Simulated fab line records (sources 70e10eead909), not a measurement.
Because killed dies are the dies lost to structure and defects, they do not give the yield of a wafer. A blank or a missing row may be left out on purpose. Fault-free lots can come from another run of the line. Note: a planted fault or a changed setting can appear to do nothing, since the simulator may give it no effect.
fab line records	flow nand_harc
record lots=13	wafers=38	last_day=32
route steps=1302 shown A_CHANNEL_HOLE_D2@582 A_CHANNEL_FILL_D2@613
lots untouched by any fault: they come from a run of this same line in which no faults occurred
start_h: start of the lot's first displayed wafer, in hours after the record's first day	wait_h: hours elapsed since this lot's preceding step	" as in the row above	L1.1+2: one row covering several wafers at once	- no value, or no start given	* or withheld: withheld	< > ~ a bound
route shown NAME@n: a module of which the file shows steps, and the number in the route of the first	usual: average and standard deviation across the fault-free wafers	same: alike in all rows	chamber/n: place in a boat	sites: per-site readings	_std_site: standard deviation of those values	_edge_site: the outer-site mean with the inner-site mean subtracted	radius_mm: for every site, how far away it sits from the centre of the wafer	mask NAME#n: copy n	behind: the tool/chamber that last shaped the wafer	hold: the reason the lot was held/the length of the hold in hours/how it ended	device: transistor that didn't switch, given as n, p or np	end of line: the route-end tests of the same wafers	for a step that has no rows: nothing shown but its recipe	killed: the dies lost at the first sort to structure and to defects; this is not the yield of the wafer	map: shows each die of a wafer: x if killed, . if not, _ if none is there
set.NAME: setting as actually run; set.NAME@STEP: the setting as run at that earlier step	model.NAME: the simulator's own value behind a step, which no gauge read
one table for each step of the route and one row for each wafer, over a sample of lots
services: a tool's chamber out of use, with start hour (start_h, from the record's first day; less than 0 if before it), hours out, and reason
## steps
# step NHARC_A_CHANNEL_HOLE_D2_CD_MEAS_10
# recipe target_cd_nm=100	landing_energy_ev=500
# usual cd_nm=100.1/0.69
lot.wafer	tool	chamber	start_h	wait_h	cd_nm
L528.2	cd_sem-03	0	291.16	-	99.4
L528.5	"	0	"	"	99.8
L528.6	"	0	"	"	98.6
L529.2	cd_sem-03	0	311.01	-	100.1
L529.3	"	0	"	"	99.3
L529.6	"	0	"	"	100.2
L530.2	cd_sem-01	0	325.21	-	100.4
L530.3	"	0	"	"	99.9
L530.4	"	0	"	"	100.5
L532.1	cd_sem-03	0	333.69	-	99.6
L532.3	"	0	"	"	100.9
L532.6	"	0	"	"	99.8
L534.1	cd_sem-01	0	356.76	-	99.3
L534.3	"	0	"	"	99.8
L534.5	"	0	"	"	99.9
L535.2	cd_sem-01	0	373.63	-	99.9
L535.4	"	0	"	"	99.9
L537.1	cd_sem-03	0	382.65	-	100.2
L537.3	"	0	"	"	100.2
L537.4	"	0	"	"	100.8
L541.1	cd_sem-02	0	433.60	-	100.0
L541.4	"	0	"	"	101.1
L541.6	"	0	"	"	100.1
L543.3	cd_sem-02	0	455.79	-	100.3
L543.4	"	0	"	"	99.5
L543.5	"	0	"	"	99.9
L544.3	cd_sem-01	0	473.09	-	101.2
L544.4	"	0	"	"	100.7
L544.5	"	0	"	"	101.2
L545.1	cd_sem-01	0	473.63	-	98.9
L545.3	"	0	"	"	99.6
L545.5	"	0	"	"	99.1
L546.2	cd_sem-02	0	486.87	-	100.1
L546.3	"	0	"	"	100.4
L546.6	"	0	"	"	101.4
L549.3	cd_sem-03	0	500.28	-	100.6
L549.5	"	0	"	"	100.2
L549.6	"	0	"	"	100.3
# step NHARC_A_CHANNEL_HOLE_D2_DESCUM_15
# recipe time_s=3	o2_flow_sccm=200	ar_flow_sccm=0	bias_power_w=0	chemistry=O2
# usual drypump_motor_current_A=5.8/0.36	mfc_ar_sccm=0.008/0.0095	oes_product_au=0.998/0.012	rf_vpp_V=57.7/0.88	showerhead_plenum_p_Torr=1.92/0.047	throttle_valve_pct=11.310/0.0087
lot.wafer	tool	chamber	start_h	wait_h	drypump_motor_current_A	mfc_ar_sccm	oes_product_au	rf_hours_counter_h	rf_vpp_V	showerhead_plenum_p_Torr	throttle_valve_pct
L528.2	rie_diel-09	1	291.36	0.1	6.2	0.019	0.994	6.0	58.6	1.94	11.324
L528.6	"	2	"	"	6.0	0.001	1.002	-	57.3	1.98	11.323
L528.5	"	3	"	"	6.3	0	1.032	-	57.3	1.91	11.319
L529.3	rie_diel-12	3	311.21	0.1	6.6	0	0.988	1.9	57.8	1.90	11.307
L529.2	"	0	"	"	5.6	0.027	0.983	1.2	57.9	1.98	11.321
L529.6	"	3	"	"	6.6	0	0.985	-	58.3	1.90	11.318
L530.4	rie_diel-02	3	325.40	0.1	5.9	0	1.000	4.7	57.5	1.87	11.318
L530.3	"	0	"	"	5.6	0	1.021	5.0	57.5	1.96	11.303
L530.2	"	1	"	"	5.5	0	1.006	4.3	57.6	1.92	11.319
L532.1	rie_diel-12	3	333.89	0.1	6.7	0	0.979	4.3	56.4	1.90	11.317
L532.3	"	0	"	"	5.6	0.027	0.965	4.2	59.3	1.97	11.302
L532.6	"	2	"	"	5.2	0.027	1.002	-	56.3	1.85	11.301
L534.1	rie_diel-09	2	356.95	0.1	6.0	0.001	1.003	0.8	60.6	1.98	11.318
L534.3	"	0	"	"	5.6	0.010	0.975	1.2	57.8	1.83	11.326
L534.5	"	1	"	"	6.2	0.019	0.994	-	59.2	1.94	11.311
L535.2	rie_diel-02	1	373.82	0.1	5.5	0	1.008	6.5	56.8	1.92	11.320
L535.4	"	2	"	"	5.5	0.006	1.011	7.2	57.4	1.95	11.311
L537.3	rie_diel-02	0	382.85	0.1	5.6	0	0.992	7.2	58.8	1.96	11.318
L537.4	"	1	"	"	5.5	0	0.992	7.5	56.6	1.92	11.321
L537.1	"	2	"	"	5.5	0.006	1.000	8.2	58.5	1.95	11.320
L541.1	rie_diel-02	3	433.79	0.1	5.9	0	1.011	1.6	55.4	1.87	11.322
L541.4	"	1	"	"	5.5	0	1.010	1.7	57.5	1.92	11.324
L541.6	"	2	"	"	5.5	0.006	0.998	-	57.1	1.95	11.314
L543.4	rie_diel-02	3	455.99	0.1	5.9	0	1.000	3.0	56.4	1.87	11.310
L543.3	"	0	"	"	5.6	0	1.002	2.8	58.5	1.96	11.295
L543.5	"	1	"	"	5.5	0	1.006	-	58.4	1.92	11.312
L544.4	rie_diel-02	0	473.27	0.1	5.6	0	0.998	4.0	57.8	1.96	11.321
L544.3	"	3	"	"	5.9	0	1.004	4.0	57.6	1.87	11.305
L544.5	"	1	"	"	5.5	0	1.020	-	57.6	1.92	11.309
L545.1	rie_diel-09	1	473.82	0.1	6.2	0.019	0.975	8.8	57.2	1.93	11.320
L545.3	"	0	"	"	5.6	0.010	0.976	10.2	57.5	1.83	11.318
L545.5	"	1	"	"	6.2	0.019	0.981	-	57.9	1.93	11.311
L546.2	rie_diel-02	2	487.07	0.1	5.5	0.006	0.998	4.9	58.0	1.95	11.324
L546.3	"	3	"	"	5.9	0	1.008	5.1	58.4	1.87	11.326
L546.6	"	0	"	"	5.6	0	1.005	-	58.3	1.96	11.308
L549.3	rie_diel-12	2	500.47	0.1	5.2	0.027	1.007	2.2	57.5	1.85	11.296
L549.6	"	1	"	"	5.9	0.013	0.998	-	58.2	1.88	11.309
L549.5	"	2	"	"	5.2	0.027	1.006	-	57.6	1.85	11.296
# step NHARC_A_CHANNEL_FILL_D2_ALD_03
# recipe target_thk_a=60	pulse_time_s=60	ald_cycles=58	temp_c=630	pressure_torr=2	material=SiNx
# usual ald_cycles=58/0	precursor_pulse_height_rel=1.000/0.022
lot.wafer	tool	chamber	start_h	wait_h	ald_cycles	precursor_pulse_height_rel
L528.2	ald_sin_batch-03	0	-	-	58	1.015
L528.5	"	0	"	"	58	0.982
L528.6	"	0	"	"	58	0.962
L529.2	ald_sin_batch-03	0	-	-	58	1.030
L529.3	"	0	"	"	58	1.027
L529.6	"	0	"	"	58	1.008
L530.2	ald_sin_batch-03	0	-	-	58	0.950
L530.3	"	0	"	"	58	1.027
L530.4	"	0	"	"	58	0.968
L532.1	ald_sin_batch-01	0	-	-	58	1.006
L532.3	"	0	"	"	58	0.969
L532.6	"	0	"	"	58	1.014
L534.1	ald_sin_batch-02	0	-	-	58	1.023
L534.3	"	0	"	"	58	1.001
L534.5	"	0	"	"	58	1.023
L535.2	ald_sin_batch-02	0	-	-	58	1.009
L535.4	"	0	"	"	58	0.973
L537.1	ald_sin_batch-01	0	-	-	58	0.969
L537.3	"	0	"	"	58	0.998
L537.4	"	0	"	"	58	1.012
L541.1	ald_sin_batch-01	0	-	-	58	0.999
L541.4	"	0	"	"	58	1.012
L541.6	"	0	"	"	58	1.011
L543.3	ald_sin_batch-02	0	-	-	58	0.950
L543.4	"	0	"	"	58	1.022
L543.5	"	0	"	"	58	0.997
L544.3	ald_sin_batch-02	0	-	-	58	1.037
L544.4	"	0	"	"	58	0.994
L544.5	"	0	"	"	58	0.984
L545.1	ald_sin_batch-02	0	-	-	58	1.037
L545.3	"	0	"	"	58	1.015
L545.5	"	0	"	"	58	0.987
L546.2	ald_sin_batch-02	0	-	-	58	1.011
L546.3	"	0	"	"	58	1.008
L546.6	"	0	"	"	58	1.010
L549.3	ald_sin_batch-02	0	-	-	58	1.009
L549.5	"	0	"	"	58	0.997
L549.6	"	0	"	"	58	1.032
# step NHARC_A_CHANNEL_FILL_D2_ALD_14
# recipe target_thk_a=25	pulse_time_s=10	ald_cycles=25	temp_c=300	material=SiO2
# usual ald_cycles=25/0	heater_power_w=483/49	precursor_pulse_height_rel=0.999/0.019
lot.wafer	tool	chamber	start_h	wait_h	ald_cycles	heater_power_w	precursor_pulse_height_rel
L528.2	ald_hk-02	1	305.51	0.1	25	508	0.979
L528.5	"	0	"	"	25	458	1.005
L528.6	"	1	"	"	25	508	1.011
L529.3	ald_hk-03	3	325.40	0.0	25	495	0.995
L529.2	"	2	"	"	25	459	0.975
L529.6	"	0	"	"	25	431	0.992
L530.2	ald_hk-03	1	341.66	0.1	25	552	1.005
L530.3	"	2	"	"	25	451	1.003
L530.4	"	3	"	"	25	506	1.017
L532.1	ald_hk-03	3	350.02	0.1	25	486	0.987
L532.3	"	0	"	"	23	444	1.005
L532.6	"	3	"	"	25	500	1.013
L534.3	ald_hk-03	0	370.99	0.0	23	441	0.959
L534.1	"	1	"	"	25	556	1.012
L534.5	"	1	"	"	25	542	1.005
L535.4	ald_hk-03	2	388.18	0.0	23	448	0.999
L535.2	"	3	"	"	25	489	0.988
L537.3	ald_hk-04	2	397.01	0.0	25	563	0.996
L537.1	"	0	"	"	25	510	1.012
L537.4	"	1	"	"	25	482	0.954
L541.1	ald_hk-03	3	448.67	0.9	25	514	1.017
L541.4	"	1	"	"	25	551	1.003
L541.6	"	2	"	"	25	451	0.994
L543.4	ald_hk-04	3	471.97	0.1	25	461	1.008
L543.3	"	1	"	"	25	506	0.991
L543.5	"	2	"	"	25	570	1.036
L545.1	ald_hk-02	3	490.55	0.1	25	467	0.985
L545.3	"	0	"	"	25	455	0.995
L545.5	"	2	"	"	25	394	0.995
L544.4	ald_hk-04	1	490.59	0.1	25	517	1.003
L544.3	"	2	"	"	25	580	0.968
L544.5	"	1	"	"	25	512	1.017
L546.2	ald_hk-03	3	502.19	0.0	25	520	0.995
L546.3	"	1	"	"	25	567	0.977
L546.6	"	3	"	"	25	521	1.008
L549.3	ald_hk-03	2	514.70	0.2	25	460	0.978
L549.5	"	3	"	"	25	522	0.982
L549.6	"	0	"	"	25	450	0.979
## services
tool	chamber	start_h	hours	kind
rie_diel-12	-	268.40	9.0	pm
rie_diel-09	1	278.84	10.1	repair
rie_diel-02	1	311.72	13.4	repair
rie_diel-09	-	320.10	9.0	pm
rie_diel-12	-	328.39	0.2	repair
ald_hk-02	-	349.95	10.0	pm
rie_diel-12	0	360.44	36.9	repair
rie_diel-09	3	376.95	15.9	repair
ald_hk-02	-	387.72	1.7	repair
ald_hk-03	-	392.02	10.0	pm
ald_hk-03	0	392.02	10.0	vent_cycle
ald_hk-03	1	392.02	10.0	vent_cycle
ald_hk-03	2	392.02	10.0	vent_cycle
rie_diel-02	-	393.77	9.0	pm
rie_diel-12	0	401.27	20.3	repair
rie_diel-09	1	423.97	8.8	repair
rie_diel-09	2	425.46	6.1	repair
ald_sin_batch-03	-	433.07	12.4	repair
ald_sin_batch-02	-	441.96	4.9	repair
rie_diel-12	-	445.40	9.0	pm
rie_diel-12	2	477.75	9.0	repair
ald_sin_batch-01	-	489.44	67.1	repair
rie_diel-09	-	497.10	9.0	pm
rie_diel-12	1	503.73	2.2	repair
## key
first_sign step=NHARC_A_CHANNEL_FILL_D2_ALD_14	reading=ald_cycles	direction=down	sigmas=99+	usual=25	struck=23
effect none on later readings
met_at NHARC_A_CHANNEL_FILL_D2_ALD_14
struck_lots L532,L534,L535
struck_wafers L532.3,L534.3,L535.4
tester_left_out L532,L534,L535
not_acting_at NHARC_A_CHANNEL_HOLE_D2_CD_MEAS_10,NHARC_A_CHANNEL_HOLE_D2_DESCUM_15,NHARC_A_CHANNEL_FILL_D2_ALD_03
onset_between 341.66 350.02
fault kind=process_parameter_drift	tool=ald_hk-03	chamber=-	onset_h=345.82	steps=NHARC_A_CHANNEL_FILL_D2_ALD_14	channel=ald_cycles	offset=-2	shape=step	end_h=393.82	scope=struck_wafers_only	acts_in=these_recipes_only	stated=25
# tester_left_out: of these lots the tester's yield and bins aren't shown, on N5 and GAA mostly nor the transistor test; their killed dies are dies lost to structure and defects alone, not to doping, threshold or leakage, so they don't give the yield
